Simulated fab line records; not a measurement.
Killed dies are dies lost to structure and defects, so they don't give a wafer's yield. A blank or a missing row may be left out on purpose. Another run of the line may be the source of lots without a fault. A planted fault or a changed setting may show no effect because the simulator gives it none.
fab line records    flow n5Finfet
[record] lots = 6  wafers = 18  lastDay = 17
route steps=1938 shown FIN_CUT@166 BEOL_M4@1111 PASSIVATION@1936
lots that met no fault: taken from a fault-free run of the same line
startH: hours from the record's first day to the start of the lot's first wafer shown    waitH: hours from the lot's prior step to this one    " as in the row above    L1.1+2: a row that stands for several wafers    - either no value or no given start    * or withheld: withheld    < > ~ a bound
route shown NAME@n: a module of which the file shows steps, and the number in the route of the first    usual: the fault-free wafers' mean and standard deviation    same: alike in all rows    chamber/n: place in a boat    sites: each site's reading    _std_site: the standard deviation of these    _edge_site: the outer-site mean with the inner-site mean subtracted    radiusMm: for every site, how far away it sits from the centre of the wafer    mask NAME#n: copy n    behind: tool/chamber where the wafer was last shaped    hold: reason for holding the lot/hours on hold/outcome of the hold    device: names the non-switching transistor (n, p or np)    end of line: the route-end tests of the same wafers    a step without rows: its recipe alone    killed: not the wafer's yield, but the dies lost to structure and defects at the first sort    map: the dies of a wafer, with x for killed, . for not killed, _ for no die there
set.NAME: the run value of the setting; set.NAME@STEP: its run value at that earlier step    model.NAME: the simulator's own value behind a step, which no gauge read
lots at selected steps of the route; one table per step, one row per wafer
services: when a tool's chamber went out of use (startH, in hours from the record's first day, below 0 if earlier), for how many hours, and the reason
[[steps]]
[step N5_FIN_CUT_DESCUM_13]
[recipe] chemistry = O2  timeS = 7  sourcePowerW = 50  biasPowerW = 20  pressureMtorr = 20  rfFrequencyHz = 2.712e+07  tempC = 40  resist = CAR-EUV  o2FlowSccm = 225
[step N5_FIN_CUT_ETCH_30]
[recipe] chemistry = N2/H2  target = underlayer  targetDepthA = 130  maskMaterial = CAR-EUV  timeS = 10.4  ionEnergyEv = 200  pressureMtorr = 30  sourceW = 840  biasW = 150  n2FlowSccm = 200  h2FlowSccm = 200  ends = cleared
[usual] drypumpMotorCurrentA = 5.9/0.58  etchRfOnTimeS = 10.5/0.33  oesProductAu = 0.64/0.049  rfVppV = 524.7/2.1  showerheadPlenumPTorr = 2.57/0.077  throttleValvePct = 17.91/0.23
lot.wafer  tool        chamber  startH  waitH  drypumpMotorCurrentA  etchRfOnTimeS  oesProductAu  rfHoursCounterH  rfVppV  showerheadPlenumPTorr  throttleValvePct
L833.2     rieDiel-05  1        27.00   0.0    5.3                   10.4           0.62          195              527.1   2.62                   17.86
L833.5     "           1        "       "      5.3                   10.5           0.62          -                526.3   2.62                   17.85
L833.6     "           0        "       "      6.6                   10.8           0.67          -                520.9   2.47                   17.59
L836.1     rieDiel-05  2        44.64   0.0    6.7                   10.6           0.67          112              524.5   2.55                   17.75
L836.2     "           3        "       "      5.8                   10.7           0.63          132              527.3   2.66                   18.07
L836.4     "           1        "       "      5.3                   10.5           0.61          201              527.9   2.62                   17.86
L840.3     rieDiel-05  2        68.64   0.0    6.6                   10.5           0.67          121              524.2   2.54                   17.77
L840.4     "           0        "       "      6.6                   10.7           0.68          119              520.6   2.46                   17.61
L840.5     "           1        "       "      5.3                   10.5           0.61          -                526.0   2.62                   17.89
L842.1     rieDiel-02  1        81.19   0.0    6.3                   10.6           0.72          35               526.7   2.62                   17.62
L842.2     "           2        "       "      5.9                   10.9           0.61          209              520.8   2.40                   17.65
L842.4     "           3        "       "      6.2                   10.8           0.60          199              526.5   2.66                   17.93
L849.1     rieDiel-03  0        122.60  0.0    5.9                   10.6           0.58          247              522.4   2.51                   18.40
L849.4     "           1        "       "      5.3                   9.6            0.67          155              523.0   2.52                   18.05
L849.6     "           2        "       "      6.0                   10.8           0.58          -                527.4   2.62                   18.32
L854.4     rieDiel-03  3        154.35  0.0    4.8                   10.5           0.63          -                526.0   2.65                   17.93
L854.5     "           1        "       "      5.3                   9.6            0.66          -                523.5   2.51                   18.07
L854.6     "           0        "       "      5.9                   10.1           0.86          -                521.5   2.51                   17.86
[step N5_FIN_CUT_ETCH_20]
[recipe] chemistry = CF4  target = SiARC  targetDepthA = 260  maskMaterial = CAR-EUV  timeS = 43.3  ionEnergyEv = 80  pressureMtorr = 40  sourceW = 545  biasW = 36  Ar_flow_sccm = 100  cf4FlowSccm = 100  ends = cleared
[step N5_FIN_CUT_ETCH_21]
[recipe] chemistry = N2/H2  target = SOC  targetDepthA = 2190  overetchA = 438  maskMaterial = SiARC  tempC = 40  ionEnergyEv = 100  biasW = 61  timeS = 523.5  pressureMtorr = 30  sourceW = 850  n2FlowSccm = 200  h2FlowSccm = 200
[step N5_FIN_CUT_STRIP_23]
[recipe] chemistry = N2/H2  tempC = 40  n2FlowSccm = 200  h2FlowSccm = 200  rfFrequencyHz = 6e+07
[step N5_FIN_CUT_STRIP_31]
[recipe] chemistry = N2/H2  tempC = 40  n2FlowSccm = 200  h2FlowSccm = 200  rfFrequencyHz = 6e+07
[step N5_FIN_CUT_STRIP_24]
[recipe] chemistry = CF4  resist = SiARC  powerW = 300  biasPowerW = 75  pressureMtorr = 50  cf4FlowSccm = 150  rfFrequencyHz = 6e+07
[step N5_FIN_CUT_CUT_ETCH_26]
[recipe] chemistry = CH3F/O2  target = SiNx  targetDepthA = 390  maskMaterial = SOC  timeS = 55.7  pressureMtorr = 30  sourceW = 395  biasW = 73  Ar_flow_sccm = 150  CH3F_flow_sccm = 30  O2_flow_sccm = 20  ionEnergyEv = 120
[usual] drypumpMotorCurrentA = 5.8/0.58  oes_o_777_au = 0.74/0.062  oesProductAu = 0.75/0.057  rfVppV = 301/4.4  showerheadPlenumPTorr = 2.03/0.058  throttleValvePct = 16.47/0.24
lot.wafer  tool        chamber  startH  waitH  drypumpMotorCurrentA  oes_o_777_au  oesProductAu  rfHoursCounterH  rfVppV  showerheadPlenumPTorr  throttleValvePct
L833.2     rieDiel-05  1        27.40   0.0    5.3                   0.70          0.73          196              310     2.08                   16.50
L833.5     "           1        "       "      5.3                   0.70          0.73          -                309     2.08                   16.49
L833.6     "           0        "       "      6.6                   0.80          0.80          -                303     1.96                   16.09
L836.1     rieDiel-05  2        45.04   0.0    6.6                   0.78          0.79          112              298     2.01                   16.24
L836.2     "           3        "       "      5.8                   0.72          0.74          132              299     2.09                   16.62
L836.4     "           1        "       "      5.3                   0.69          0.72          201              310     2.07                   16.50
L840.3     rieDiel-05  2        69.05   0.0    6.6                   0.78          0.78          122              297     2.01                   16.25
L840.4     "           0        "       "      6.6                   0.79          0.79          120              302     1.95                   16.13
L840.5     "           1        "       "      5.3                   0.68          0.72          -                309     2.07                   16.53
L842.1     rieDiel-02  1        81.59   0.0    6.3                   0.87          0.86          35               302     2.04                   15.90
L842.2     "           2        "       "      5.9                   0.71          0.71          210              293     1.92                   16.39
L842.4     "           3        "       "      6.2                   0.72          0.69          199              299     2.07                   16.33
L849.1     rieDiel-03  0        123.00  0.0    5.9                   0.68          0.69          248              298     1.97                   16.91
L849.4     "           1        "       "      5.3                   0.80          0.78          155              301     2.00                   16.72
L849.6     "           2        "       "      6.0                   0.67          0.69          -                298     2.07                   16.83
L854.4     rieDiel-03  3        154.76  0.0    4.8                   0.74          0.73          -                305     2.12                   16.57
L854.5     "           1        "       "      5.4                   0.78          0.76          -                300     2.00                   16.72
L854.6     "           0        "       "      5.9                   0.98          1.01          -                297     1.97                   16.36
[step N5_FIN_CUT_CUT_ETCH_27]
[recipe] chemistry = CHF3/O2  target = SiO2  targetDepthA = 40  maskMaterial = SOC  overetchA = 20  timeS = 4.9  pressureMtorr = 30  sourceW = 650  biasW = 170  Ar_flow_sccm = 200  CHF3_flow_sccm = 50  O2_flow_sccm = 5  ionEnergyEv = 200
[usual] drypumpMotorCurrentA = 5.8/0.58  oes_o_777_au = 0.75/0.057  oesProductAu = 0.60/0.042  rfVppV = 531/7.6  showerheadPlenumPTorr = 2.45/0.065  throttleValvePct = 18.93/0.25
lot.wafer  tool        chamber  startH  waitH  drypumpMotorCurrentA  oes_o_777_au  oesProductAu  rfHoursCounterH  rfVppV  showerheadPlenumPTorr  throttleValvePct
L833.2     rieDiel-05  1        27.45   0.0    5.3                   0.71          0.58          196              546     2.49                   18.92
L833.5     "           1        "       "      5.3                   0.72          0.58          -                545     2.49                   18.93
L833.6     "           0        "       "      6.6                   0.81          0.63          -                535     2.36                   18.59
L836.1     rieDiel-05  2        45.08   0.0    6.7                   0.80          0.63          112              526     2.42                   18.70
L836.2     "           3        "       "      5.8                   0.74          0.59          132              529     2.51                   19.07
L836.4     "           1        "       "      5.3                   0.71          0.58          201              546     2.49                   18.94
L840.3     rieDiel-05  2        69.09   0.0    6.6                   0.79          0.62          122              526     2.41                   18.72
L840.4     "           0        "       "      6.6                   0.79          0.62          120              536     2.36                   18.59
L840.5     "           1        "       "      5.3                   0.71          0.57          -                545     2.49                   18.95
L842.1     rieDiel-02  1        81.64   0.0    6.3                   0.86          0.68          35               533     2.46                   18.42
L842.2     "           2        "       "      5.9                   0.70          0.57          210              517     2.32                   18.88
L842.4     "           3        "       "      6.2                   0.72          0.56          199              529     2.49                   18.75
L849.1     rieDiel-03  0        123.05  0.0    5.9                   0.67          0.55          248              523     2.38                   19.42
L849.4     "           1        "       "      5.3                   0.77          0.60          155              530     2.42                   19.21
L849.6     "           2        "       "      6.0                   0.68          0.56          -                526     2.50                   19.32
L854.4     rieDiel-03  3        154.81  0.0    4.8                   0.76          0.59          -                536     2.54                   19.03
L854.5     "           1        "       "      5.3                   0.76          0.58          -                530     2.41                   19.24
L854.6     "           0        "       "      5.9                   0.94          0.78          -                524     2.38                   18.91
[step N5_FIN_CUT_PRECLEAN_35]
[recipe] timeS = 13.3  tempC = 45  pressureTorr = 125  pHfTorr = 3  pCoreactantTorr = 25  chemistry = vHF
[usual] drypumpMotorCurrentA = 5.8/0.37
lot.wafer  tool          chamber  startH  waitH  drypumpMotorCurrentA
L833.2     vaporEtch-02  0        27.52   0.0    5.5
L833.5     "             1        "       "      5.8
L833.6     "             0        "       "      5.5
L836.1     vaporEtch-01  0        45.15   0.0    5.6
L836.2     "             1        "       "      6.5
L836.4     "             0        "       "      5.6
L840.3     vaporEtch-01  1        69.18   0.1    6.5
L840.4     "             0        "       "      5.6
L840.5     "             1        "       "      6.5
L842.1     vaporEtch-02  0        81.70   0.0    5.6
L842.2     "             1        "       "      5.8
L842.4     "             1        "       "      5.8
L849.1     vaporEtch-02  1        123.12  0.0    5.8
L849.4     "             0        "       "      5.6
L849.6     "             1        "       "      5.8
L854.4     vaporEtch-01  1        154.87  0.0    6.5
L854.5     "             0        "       "      5.6
L854.6     "             1        "       "      6.5
[step N5_FIN_CUT_CUT_ETCH_15]
[recipe] chemistry = HBr/Cl2/O2  target = Si  targetDepthA = 1000  btTimeS = 10  maskMaterial = SOC  timeS = 42.4  ionEnergyEv = *  biasW = *  pressureMtorr = 10  icpW = 800  HBr_flow_sccm = 150  Cl2_flow_sccm = 80  O2_flow_sccm = 12
[usual] drypumpMotorCurrentA = 5.7/0.32  oes_o_777_au = 0.99/0.078  oesProductAu = 0.995/0.014  throttleValvePct = 37.1/0.62
lot.wafer  tool      chamber  startH  waitH  drypumpMotorCurrentA  oes_o_777_au  oesProductAu  rfHoursCounterH  throttleValvePct
L833.2     rieSi-05  0        27.60   0.1    6.0                   0.90          0.973         141              38.2
L833.5     "         2        "       "      5.8                   1.06          0.997         -                38.2
L833.6     "         1        "       "      5.7                   1.11          1.023         -                37.7
L836.1     rieSi-04  0        45.23   0.1    5.8                   1.02          1.006         75               36.1
L836.2     "         3        "       "      5.4                   0.96          1.005         4                36.3
L836.4     "         2        "       "      5.0                   0.93          0.996         25               37.6
L840.3     rieSi-04  2        69.24   0.0    5.0                   0.94          1.002         26               37.6
L840.4     "         3        "       "      5.5                   0.96          0.996         4                36.3
L840.5     "         2        "       "      5.0                   0.93          1.002         -                37.6
L842.1     rieSi-04  2        81.78   0.1    5.0                   0.94          1.002         26               37.6
L842.2     "         1        "       "      5.8                   0.90          0.979         8                36.9
L842.4     "         3        "       "      5.4                   0.95          1.007         4                36.3
L849.1     rieSi-06  0        123.20  0.1    5.8                   1.15          0.999         40               36.8
L849.4     "         2        "       "      5.6                   0.95          0.973         3                37.1
L849.6     "         1        "       "      6.1                   1.05          0.996         -                37.4
L854.4     rieSi-04  1        154.93  0.0    5.8                   0.91          0.981         9                36.9
L854.5     "         0        "       "      5.8                   1.02          1.007         -                36.1
L854.6     "         1        "       "      5.8                   0.90          0.976         -                36.8
[step N5_FIN_CUT_CUT_ETCH_28]
[recipe] chemistry = HBr/Cl2/O2  target = Si  targetDepthA = 60  maskMaterial = SOC  timeS = 2.4  ionEnergyEv = *  biasW = *  pressureMtorr = 10  icpW = 800  HBr_flow_sccm = 150  Cl2_flow_sccm = 80  O2_flow_sccm = 12
[step N5_FIN_CUT_STRIP_22]
[recipe] chemistry = N2/H2  powerW = 500  tempC = 40  pressureMtorr = 50  rfFrequencyHz = 6e+07  overashFraction = 0.3  biasPowerW = 8  h2Frac = 0.5  n2FlowSccm = 300  h2FlowSccm = 300
[usual] drypumpMotorCurrentA = 5.9/0.56  oesProductAu = 0.75/0.05  powerW = 499.9/1.5  rfVppV = 54.6/2.2  showerheadPlenumPTorr = 3.39/0.097  throttleValvePct = 18.93/0.23
lot.wafer  tool        chamber  startH  waitH  drypumpMotorCurrentA  oesProductAu  powerW  rfHoursCounterH  rfVppV  showerheadPlenumPTorr  throttleValvePct
L833.2     rieDiel-05  3        27.72   0.0    5.9                   0.75          500.1   127              56.2    3.51                   18.98
L833.5     "           0        "       "      6.6                   0.79          502.1   -                51.9    3.27                   18.88
L833.6     "           3        "       "      5.9                   0.76          500.8   -                54.6    3.51                   18.97
L836.1     rieDiel-03  2        45.35   0.0    6.0                   0.70          499.5   224              54.0    3.47                   19.51
L836.2     "           1        "       "      5.4                   0.77          500.2   132              55.1    3.34                   18.87
L836.4     "           3        "       "      4.8                   0.77          498.9   131              52.4    3.51                   18.97
L840.3     rieDiel-03  0        69.36   0.0    5.9                   0.68          500.7   232              55.0    3.33                   19.25
L840.4     "           2        "       "      6.0                   0.70          450.4   -                54.0    3.46                   19.51
L840.5     "           1        "       "      5.3                   0.76          499.3   -                53.0    3.34                   18.88
L842.1     rieDiel-03  0        81.91   0.0    6.0                   0.68          500.1   236              52.8    3.32                   19.28
L842.2     "           3        "       "      4.9                   0.76          499.5   138              54.6    3.51                   19.03
L842.4     "           2        "       "      6.0                   0.70          452.8   234              56.4    3.46                   19.57
L849.1     rieDiel-05  0        123.32  0.0    6.6                   0.78          499.2   136              51.4    3.25                   18.88
L849.4     "           2        "       "      6.6                   0.80          500.6   -                56.8    3.35                   18.95
L849.6     "           0        "       "      6.6                   0.79          498.4   -                52.8    3.25                   18.87
L854.4     rieDiel-02  3        155.09  0.1    6.3                   0.68          498.4   222              54.2    3.49                   18.92
L854.5     "           1        "       "      6.3                   0.85          501.7   -                55.4    3.44                   18.84
L854.6     "           2        "       "      5.9                   0.71          500.5   -                53.5    3.17                   18.74
[step N5_FIN_CUT_PRECLEAN_36]
[recipe] chemistry = O3/DIW  timeS = 60  tempC = 22  o3Ppm = 10
[step N5_BEOL_M4_RC_MEAS_101]
[usual] DIBL_N = 36.4/2.7  DIBL_P = 36/3.2  IOFF_N = 0.16/0.046  IOFF_P = 0.21/0.055  ION_N = 677/15  ION_P = 464/11  SS_N = 71.5/0.79  SS_P = 73.3/0.93  VT_N = 250/4.1  VT_P = -251/4.4
lot.wafer  tool       chamber  startH  waitH  DIBL_N[mV/V]  DIBL_P[mV/V]  IOFF_N[nA/um]  IOFF_P[nA/um]  ION_N[uA/um]  ION_P[uA/um]  SS_N[mV/dec]  SS_P[mV/dec]  VT_N[mV]  VT_P[mV]
L833.2     prober-01  0        164.38  0.4    35.9          38            0.16           0.28           673           470           71.6          73.6          248       -246
L833.5     "          0        "       "      39.3          40            0.23           0.33           679           470           72.7          74.6          245       -243
L833.6     "          0        "       "      35.1          36            0.14           0.26           666           472           71.6          74.2          252       -245
L836.1     prober-01  0        188.78  0.0    38.1          39            0.20           0.30           686           480           72.7          74.1          244       -243
L836.2     "          0        "       "      37.1          39            0.20           0.32           686           482           71.5          73.9          241       -240
L836.4     "          0        "       "      34.7          34            0.14           0.20           689           469           71.1          72.3          248       -248
L840.3     prober-01  0        232.87  0.3    34.3          36            0.13           0.19           670           461           71.3          72.5          254       -252
L840.4     "          0        "       "      32.7          34            0.11           0.17           662           457           70.7          71.9          253       -253
L840.5     "          0        "       "      32.1          33            0.11           0.16           672           463           70.8          72.1          253       -250
L842.1     prober-01  0        235.59  0.0    39.1          39            0.19           0.27           699           478           72.6          74.8          247       -248
L842.2     "          0        "       "      35.3          34            0.11           0.17           666           463           71.1          72.3          256       -254
L842.4     "          0        "       "      35.4          33            0.11           0.17           651           456           71.3          72.2          258       -253
L849.1     prober-01  0        265.87  0.0    34.4          34            0.11           0.14           659           444           70.8          72.3          257       -257
L849.4     "          0        "       "      35.8          38            0.15           0.19           679           463           70.7          73.9          251       -251
L849.6     "          0        "       "      36.1          37            0.13           0.17           679           452           71.5          72.9          256       -255
L854.4     prober-02  0        317.09  0.5    39.8          40            0.23           0.26           692           470           72.3          74.0          245       -246
L854.5     "          0        "       "      37.0          37            0.17           0.21           698           472           71.3          73.3          248       -250
L854.6     "          0        "       "      40.3          42            0.26           0.30           696           471           73.2          74.7          244       -246
[step N5_PASSIVATION_PROBE_49]
[usual] defectLimitedYield = 91.1/1.4  killed_at_M0_to_M3 = 34/9.7  killed_at_M4_up = 13/5.1  killedAtContacts = 14/6.3  killedAtFrontEnd = 40/11  killedAtOther = 3.5/2.7  killedDies = 105/16  killedOpen = 70/12  killedShort = 34/7.8  sort_bin_4_leakage = 0.02/0.13  sort_bin_5_function = 5.2/0.88  sort_bin_6_memory = 3.3/0.7  sortNPass = 1074/17  sortYieldPct = 91.0/1.5
[same] grossDies = 1180  killedAtBackSide = 0  sort_bin_8_speed[%] = 0
lot.wafer  tool       chamber  startH  waitH  defectLimitedYield[%]  killed_at_M0_to_M3  killed_at_M4_up  killedAtContacts  killedAtFrontEnd  killedAtOther  killedDies  killedOpen  killedShort  sort_bin_4_leakage[%]  sort_bin_5_function[%]  sort_bin_6_memory[%]  sortNPass  sortYieldPct[%]
L836.1     prober-01  -        291.78  0.0    90.3                   46                  6                24                34                4              114         75          39           0                      5.7                     3.6                   1066       90.3
L836.2     prober-01  -        291.83  0.1    91.3                   41                  14               23                25                0              103         72          30           0                      5.6                     2.9                   1077       91.3
L836.4     prober-01  -        291.93  0.2    92.5                   36                  14               18                20                0              88          56          30           0                      4.8                     2.4                   1092       92.5
L840.3     prober-01  -        335.96  0.1    91.4                   25                  17               11                48                1              102         63          31           0                      4.1                     4.0                   1078       91.4
L840.4     prober-01  -        336.01  0.2    92.7                   17                  13               16                39                1              86          65          20           0                      4.4                     2.8                   1094       92.7
L840.5     prober-01  -        336.06  0.2    91.4                   45                  8                18                30                0              101         68          27           0                      5.5                     2.3                   1079       91.4
// killed by level:class
L836.1 MOL_CONTACT_COAG:geometricParticle:open=21 BEOL_M0_SAQP:geometricParticle:open=19 BEOL_M0_SAQP:geometricParticle:short=15 BEOL_M2:geometricParticle:open=7 DUMMY_GATE:geometricParticle:open=5 BEOL_M4:geometricParticle:open=5 STARTING-WAFER:geometricParticle:short=5 FIN_SAQP:geometricParticle:open=4
L836.2 MOL_CONTACT_COAG:geometricParticle:open=17 BEOL_M0_SAQP:geometricParticle:open=16 BEOL_M2:geometricParticle:open=9 BEOL_M0_SAQP:geometricParticle:short=7 MOL_CONTACT_COAG:geometricParticle:short=6 BEOL_M4:geometricParticle:open=6 FIN_SAQP:geometricParticle:short=5 BEOL_M3:geometricParticle:open=5
L836.4 MOL_CONTACT_COAG:geometricParticle:open=15 BEOL_M0_SAQP:geometricParticle:short=11 BEOL_M0_SAQP:geometricParticle:open=8 BEOL_M4:geometricParticle:open=6 DUMMY_GATE:geometricParticle:open=5 BEOL_M1:geometricParticle:open=5 FIN_SAQP:geometricParticle:short=4 FIN_SAQP:geometricParticle:open=4
L840.3 STI_FIN_REVEAL:geometricParticle:open=10 MOL_CONTACT_COAG:geometricParticle:open=9 BEOL_M0_SAQP:geometricParticle:short=9 GATE_CUT:geometricParticle:open=7 BEOL_M0_SAQP:geometricParticle:open=6 BEOL_M5:geometricParticle:open=6 DUMMY_GATE:geometricParticle:open=5 GATE_CUT:geometricParticle:short=5
L840.4 STI_FIN_REVEAL:geometricParticle:open=16 MOL_CONTACT_COAG:geometricParticle:open=11 BEOL_M0:geometricParticle:open=9 MOL_CONTACT_COAG:geometricParticle:short=5 GATE_CUT:geometricParticle:open=4 BEOL_M4:geometricParticle:open=4 BEOL_M5:geometricParticle:open=4 FIN_SAQP:geometricParticle:open=3
L840.5 MOL_CONTACT_COAG:geometricParticle:open=17 BEOL_M0_SAQP:geometricParticle:open=9 BEOL_M3:geometricParticle:open=9 BEOL_M0_SAQP:geometricParticle:short=8 BEOL_M2:geometricParticle:open=7 BEOL_M0:geometricParticle:open=6 STI_FIN_REVEAL:geometricParticle:open=5 BEOL_M5:geometricParticle:open=5
[[services]]
tool          chamber  startH  hours  kind
rieSi-05      3        25.72   4.7    repair
rieDiel-02    1        29.54   7.5    repair
rieSi-04      -        33.20   0.2    repair
rieDiel-02    2        33.44   10.3   repair
rieSi-05      1        49.77   1.1    repair
rieDiel-03    3        60.59   9.6    repair
rieSi-06      -        81.02   2.8    pm
rieSi-05      -        82.59   10.0   pm
rieDiel-02    0        83.16   3.2    repair
vaporEtch-02  -        89.38   14.6   pm
rieDiel-05    3        120.53  12.2   repair
rieDiel-05    0        130.14  5.3    repair
rieDiel-03    0        130.43  -      clean
rieDiel-03    0        130.43  -      consumableReplace:focusRing
rieDiel-03    0        130.43  18.5   scheduledDown
rieDiel-03    0        130.43  18.5   ventCycle
vaporEtch-02  -        135.98  0.3    repair
rieDiel-02    -        145.77  0.3    repair
rieDiel-03    2        149.60  -      clean
rieDiel-03    2        149.60  -      consumableReplace:focusRing
[[key]]
[firstSign] step = N5_FIN_CUT_STRIP_22  reading = powerW  direction = down  sigmas = 33  usual = *  struck = *
effect none on later readings
metAt N5_FIN_CUT_STRIP_22
struckWafers L840.4,L842.4
onsetBetween 45.35 69.36
[fault] kind = processParameterDrift  tool = rieDiel-03  chamber = 2  onsetH = 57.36  steps = N5_FIN_CUT_STRIP_22  channel = powerW  offset = *  shape = step  endH = 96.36  actsIn = *  stated = *
